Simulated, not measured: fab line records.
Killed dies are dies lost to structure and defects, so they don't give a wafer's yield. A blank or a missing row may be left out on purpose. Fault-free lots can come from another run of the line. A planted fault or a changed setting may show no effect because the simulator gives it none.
The tool behind it: which one? :: flow nand harc :: 36 wafers from 12 lots sampled at 2 of the route's 1159 steps

## WHAT THE GAUGES SHOWED, per wafer
NHARC_P_M1_OVL_MEAS_10: pitch 260 nm. Usual: overlay x nm 0.1 nm, standard deviation 0.82; overlay y nm 0.0 nm, standard deviation 0.82.
lot: L603
measured: day 6 10:28
on: overlay-01
overlay x nm (nm): 1.2 0.1 0.5
overlay y nm (nm): -1.0 -0.5 -0.8
flag: 

lot: L602
measured: day 6 11:08
on: overlay-01
overlay x nm (nm): 0.7 0.8 0.5
overlay y nm (nm): 0.3 0.0 0.0
flag: 

lot: L601
measured: day 6 11:41
on: overlay-01
overlay x nm (nm): 0.8 0.2 1.1
overlay y nm (nm): -0.5 -0.3 -0.1
flag: 

lot: L604
measured: day 6 20:55
on: overlay-01
overlay x nm (nm): -1.4 -1.5 -1.9
overlay y nm (nm): 1.4 1.2 1.2
flag: 

lot: L605
measured: day 6 21:19
on: overlay-01
overlay x nm (nm): 0.5 0.5 1.1
overlay y nm (nm): -0.8 -1.3 -1.0
flag: 

lot: L606
measured: day 7 04:42
on: overlay-01
overlay x nm (nm): -0.1 0.8 0.6
overlay y nm (nm): -0.8 -0.2 -0.8
flag: 

lot: L607
measured: day 7 11:37
on: overlay-01
overlay x nm (nm): -0.9 -0.5 -0.5
overlay y nm (nm): 0.7 1.2 0.5
flag: 

lot: L615
measured: day 10 06:40
on: overlay-02
overlay x nm (nm): -0.5 -0.7 0.2
overlay y nm (nm): -0.7 -0.3 -1.1
flag: 

lot: L618
measured: day 10 07:10
on: overlay-01
overlay x nm (nm): 0.4 0.4 0.4
overlay y nm (nm): 0.6 0.3 0.2
flag: 

lot: L619
measured: day 10 16:23
on: overlay-01
overlay x nm (nm): -0.2 -0.3 -1.0
overlay y nm (nm): -0.1 -1.0 -0.3
flag: 

lot: L620
measured: day 10 16:37
on: overlay-02
overlay x nm (nm): 1.2 1.6 1.6
overlay y nm (nm): 1.4 1.4 1.5
flag: 

lot: L621
measured: day 10 19:40
on: overlay-01
overlay x nm (nm): 0.8 0.0 0.5
overlay y nm (nm): -0.8 -1.2 -1.0
flag: 

## WHAT TOOL EACH LOT RAN ON (gives the tool, then ch and the chambers of the sampled wafers, and finally the start)
lot: L603
NHARC_P_M0_CMP_23: cmp-01 ch 0,1,3, day 6 08:34

lot: L602
NHARC_P_M0_CMP_23: cmp-03 ch 2,3, day 6 09:10

lot: L601
NHARC_P_M0_CMP_23: cmp-01 ch 0,1,2, day 6 09:43

lot: L604
NHARC_P_M0_CMP_23: cmp-03 ch 1,2,3, day 6 18:55

lot: L605
NHARC_P_M0_CMP_23: cmp-01 ch 1,2, day 6 19:29

lot: L606
NHARC_P_M0_CMP_23: cmp-01 ch 1,2,3, day 7 02:49

lot: L607
NHARC_P_M0_CMP_23: cmp-02 ch 0,2,3, day 7 09:48

lot: L615
NHARC_P_M0_CMP_23: cmp-01 ch 0,1,3, day 10 04:43

lot: L618
NHARC_P_M0_CMP_23: cmp-03 ch 0,1,2, day 10 05:14

lot: L619
NHARC_P_M0_CMP_23: cmp-01 ch 0,2, day 10 14:15

lot: L620
NHARC_P_M0_CMP_23: cmp-03 ch 0,2,3, day 10 14:23

lot: L621
NHARC_P_M0_CMP_23: cmp-02 ch 0,1,2, day 10 17:43
- NHARC_P_M0_CMP_23: polishes, t overpolish 20 s, target thk 117.53 nm.

## WHAT THE TOOLS THEMSELVES READ (means of the sampled wafers that have a number; where no wafer has one, the mark that the record gives instead)
NHARC_P_M0_CMP_23. Usual: motor current A 12.1 A, standard deviation 0.85; time to endpoint s 27.9 s, standard deviation 2.8.
lot: L603
tool: cmp-01
motor current A (A): 11.8
time to endpoint s (s): 28.3
flag: 

lot: L602
tool: cmp-03
motor current A (A): 12.8
time to endpoint s (s): 27.0
flag: 

lot: L601
tool: cmp-01
motor current A (A): 11.6
time to endpoint s (s): 24.0
flag: 

lot: L604
tool: cmp-03
motor current A (A): 12.7
time to endpoint s (s): 27.5
flag: 

lot: L605
tool: cmp-01
motor current A (A): 11.8
time to endpoint s (s): 29.5
flag: 

lot: L606
tool: cmp-01
motor current A (A): 12.1
time to endpoint s (s): 27.7
flag: 

lot: L607
tool: cmp-02
motor current A (A): 11.7
time to endpoint s (s): 30.5
flag: 

lot: L615
tool: cmp-01
motor current A (A): 12.1
time to endpoint s (s): 26.8
flag: 

lot: L618
tool: cmp-03
motor current A (A): 12.0
time to endpoint s (s): 29.5
flag: 

lot: L619
tool: cmp-01
motor current A (A): 12.5
time to endpoint s (s): 23.6
flag: 

lot: L620
tool: cmp-03
motor current A (A): 12.0
time to endpoint s (s): 25.9
flag: 

lot: L621
tool: cmp-02
motor current A (A): 11.8
time to endpoint s (s): 29.7
flag: 

## THE ANSWER, worked out from the rows above alone
Rule: a lot counts as off when the mean over its wafers that have a number is more than 3 standard deviations away from the usual mean. A lot without any number at a reading at which 4 lots or more have one is off too. Where the step has rows for the other lots, those lots are counted as sound. Order of review: gauges by route order, followed by the tools' own readings, for which a lot's mean as printed above is used. The first step at which some lot is off is used, and at that step the reading that is off furthest; a lot without a number counts as furthest.
No lot is off at any reading shown: from this, nothing can be told.

## WHAT THE SIMULATOR PUT IN
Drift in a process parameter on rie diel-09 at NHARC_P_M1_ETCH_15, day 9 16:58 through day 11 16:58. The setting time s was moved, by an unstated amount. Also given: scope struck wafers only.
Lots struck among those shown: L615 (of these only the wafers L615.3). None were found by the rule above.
